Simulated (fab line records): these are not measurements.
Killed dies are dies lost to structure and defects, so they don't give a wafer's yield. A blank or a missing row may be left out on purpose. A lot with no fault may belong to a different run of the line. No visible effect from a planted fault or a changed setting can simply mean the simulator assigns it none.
Which tool was responsible?	flow n5-finfet	at 1 step of a route of 1938, 12 lots with 32 wafers sampled

== WHAT EACH GAUGE READ, for each wafer ==
N5_BEOL_M12_OVL_MEAS_11.
lot	measured	on	V11_OVL (nm)
L456	day 11 03:50	overlay-02	3 3 5
L458	day 11 07:31	overlay-01	-1 4 0
L457	day 11 11:07	overlay-02	-10 -9 -15
L459	day 12 16:19	overlay-01	6 2
L466	day 13 16:00	overlay-02	-11 0
L464	day 13 18:54	overlay-02	-10 -10
L465	day 14 04:38	overlay-02	5 -5
L472	day 15 17:37	overlay-02	-16 -11 0
L475	day 16 12:32	overlay-01	-18 -12 -2
L478	day 16 21:01	overlay-02	-3 -12 1
L476	day 17 00:33	overlay-02	-19 -19 -17
L477	day 17 00:41	overlay-02	-3 -2 -11

== WHICH TOOL RAN EACH LOT (tool, then ch and the chambers of the sampled wafers, then the start) ==
No process step before these readings appears in the record.

== AS READ BY THE TOOLS THEMSELVES (means over the sampled wafers that have a number; for cases with no such wafer, the mark the record gives instead) ==
The record holds no such reading with a usual standard deviation.

== THE ANSWER, worked out from the rows above alone ==
Rule: usual is defined by the lots themselves. The widest of any qualifying gaps counts: lots, ordered by their means at a reading, are off when they make up no more than a third of the lots, leave a main group of 4 or more, and stand apart from it by 3 or more times the standard deviation of that group's means. A main group is skipped when, at the precision printed for the reading in the tables above, its means are all equal. Also off: a lot with no number at a reading for which 4 or more lots have one. The other lots that the step has rows for count as sound. The gauges are gone through in route order, then the tools' own readings, and for those a lot's mean is taken as printed above. At the first step where some lot is off, the reading lying furthest off is the one used; lots without a number count as furthest.
No lot is off at any reading shown: from this, nothing can be told.

== WHAT THE SIMULATOR HAD INSERTED ==
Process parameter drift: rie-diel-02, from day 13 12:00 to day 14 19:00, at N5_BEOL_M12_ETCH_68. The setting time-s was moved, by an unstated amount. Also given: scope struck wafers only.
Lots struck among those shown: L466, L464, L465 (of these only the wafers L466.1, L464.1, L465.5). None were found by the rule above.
